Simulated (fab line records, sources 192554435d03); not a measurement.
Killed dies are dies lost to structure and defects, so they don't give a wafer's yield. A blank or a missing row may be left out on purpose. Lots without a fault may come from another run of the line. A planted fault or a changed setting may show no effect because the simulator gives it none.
A struck lot beside a sound one | flow n5_finfet | 43 steps out of a route of 1938
Sound: wafers L632.1, L632.2, L632.5. Struck: wafers L622.1, L622.2, L622.4. The cause comes at the end.
At each step with rows: each side's tool, then ch and its chambers, then its first start. Under that, the readings that differ: sound wafers | struck wafers | difference of the means | sigmas: that difference in standard deviations of wafers without a fault.
alike: readings whose means differ by less than 2 such deviations, and words and numbers that are the same on both sides. not compared: withheld readings, readings that some wafer has no value for, bounds like >300 that may hide the same value, and numbers for which the record gives no deviation and whose values overlap.
The two part at a step that has a row with sigmas, a row that says differs or no value, or rows on one side only. Numbers that don't overlap but have no deviation are shown without sigmas and don't part them. A reading that every wafer of one side lacks parts them only if that side has two wafers or more.

first, 11 steps without rows for these wafers: N5_BEOL_M2_DESCUM_33 (chemistry O2, time 7 s); N5_BEOL_M2_ETCH_77 (etches underlayer in N2/H2, target depth 6.5 nm, time 5.2 s); N5_BEOL_M2_ETCH_69 (etches SiARC in CF4, target depth 15.6 nm, time 26 s); N5_BEOL_M2_ALD_98 (deposits SiO2, target thk 2.5 nm, pulse time 1 s, co reactant pulse time 1 s); N5_BEOL_M2_ETCHBACK_99 (etches SiO2 in CHF3, target depth 5 nm, time 10.4 s); N5_BEOL_M2_ETCH_70 (etches SOC in N2/H2, target depth 80 nm, overetch 24 nm, time 130 s); N5_BEOL_M2_STRIP_71 (strips in N2/H2); N5_BEOL_M2_STRIP_78 (strips in N2/H2); N5_BEOL_M2_VIA_ETCH_34 (etches the open film in C4F6/O2, target depth 69.4 nm, time 65.9 s); N5_BEOL_M2_STRIP_83 (strips in C4F6/O2); N5_BEOL_M2_STRIP_36 (strips in N2/H2).
N5_BEOL_M2_TRENCH_ETCH_37: etches SiOC in C4F6/O2, target depth 55.555 nm, time 29.2 s.
  sound on rie_diel-01 ch 0,1,2, day 10 04:49; struck on rie_diel-01 ch 0,1,2, day 8 00:11
  no value came back on the struck wafers for any of 7 readings (C4F6_flow_sccm (sccm), O2_flow_sccm (sccm) and others); on the sound wafers C4F6_flow_sccm (sccm) reads 10.010 10.012 9.971
  reading                                    | sound          | struck     | difference | sigmas
  model.TiN_of_BEOL_M2_HM_DEP_02.thk_nm (nm) | 17.6 17.4 17.8 | 20 20.2 20 | +2         |
  not compared: rf_hours_counter_h
then, 2 steps without rows for these wafers: N5_BEOL_M2_ETCH_41 (etches SiCN in CH3F/O2, target depth 29.9 nm, time 52.5 s); N5_BEOL_M2_STRIP_97 (strips in N2/H2, time 10 s).
N5_BEOL_M2_OCD_MEAS_38:
  sound on ocd-01, day 10 04:58; struck on ocd-01, day 8 00:21
  reading              | sound          | struck  | difference | sigmas
  trench_depth_nm (nm) | 55.9 54.5 56.0 | 0 0.2 0 | -55        | -61
then, 25 steps without rows for these wafers: N5_BEOL_M2_HM_STRIP_39 (strips TiN in peroxide tin strip, target depth 25 nm, time 158 s); N5_BEOL_M2_SRD_40 (time 30 s); N5_BEOL_M2_PRECLEAN_42 (cleans in residue remover, time 60 s); N5_BEOL_M2_SRD_43 (time 30 s); N5_BEOL_M2_DEGAS_44 (time 60 s); N5_BEOL_M2_PRE_CLEAN_45 (time 30 s); N5_BEOL_M2_ALD_84 (deposits TaN, pulse time 2 s, purge time 3 s, co reactant purge time 2 s); N5_BEOL_M2_SURFACE_TREAT_85; N5_BEOL_M2_CVD_47 (deposits Co from CCTBA/H2, target thk 3 nm, time 223.8 s); N5_BEOL_M2_SPUTTER_48 (material Cu, target thk 4.5 nm, time 8.29 s); N5_BEOL_M2_ANNEAL_49 (time 240 s); N5_BEOL_M2_SPUTTER_79 (material Cu, target thk 4.5 nm, time 8.29 s); N5_BEOL_M2_ANNEAL_80 (time 240 s); N5_BEOL_M2_SPUTTER_81 (material Cu, target thk 4.5 nm, time 8.29 s); N5_BEOL_M2_ANNEAL_82 (time 240 s); N5_BEOL_M2_SPUTTER_86 (material Cu, target thk 4.5 nm, time 8.29 s); N5_BEOL_M2_ANNEAL_87 (time 240 s); N5_BEOL_M2_SPUTTER_88 (material Cu, target thk 4.5 nm, time 8.29 s); N5_BEOL_M2_ANNEAL_89 (time 240 s); N5_BEOL_M2_SPUTTER_90 (material Cu, target thk 4.5 nm, time 8.29 s); N5_BEOL_M2_ANNEAL_91 (time 240 s); N5_BEOL_M2_SPUTTER_92 (material Cu, target thk 4.5 nm, time 8.29 s); N5_BEOL_M2_ANNEAL_93 (time 240 s); N5_BEOL_M2_SPUTTER_94 (material Cu, target thk 4.5 nm, time 8.29 s); N5_BEOL_M2_ANNEAL_95 (time 240 s).
N5_BEOL_M2_CMP_52: polishes, stops on SiOC, t overpolish 6.8 s, target thk 40 nm.
  sound on cmp-03 ch 0,1, day 10 09:06; struck on cmp-02 ch 1,2,3, day 8 03:55
  reading                                | sound        | struck | difference | sigmas
  model.Cu_of_BEOL_M2_ECD_50.thk_nm (nm) | 40 39.4 38.8 | 0 0 0  | -39        |
  alike: motor_current_A, slurry_filter_dp_kPa
N5_BEOL_M4_RC_MEAS_101:
  the record has rows for the sound wafers here (prober-01 ch 0, day 11 14:19) and none for the struck ones
-- the record jumps here: 5 days lie between the struck wafers' starts before and after (it left off in module BEOL_M4 and takes up again in module PASSIVATION, whose first step shown is number 1936 of the route) --
N5_PASSIVATION_PROBE_49:
  the record has rows for the struck wafers here (prober-02, day 13 04:46) and none for the sound ones

WHERE THEY PART
First at N5_BEOL_M2_TRENCH_ETCH_37; last, within this record, at N5_PASSIVATION_PROBE_49.

WHY: what the simulator had put in
Skipped step whole: rie_diel-01, from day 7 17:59 on, at N5_BEOL_M2_TRENCH_ETCH_37. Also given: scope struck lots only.
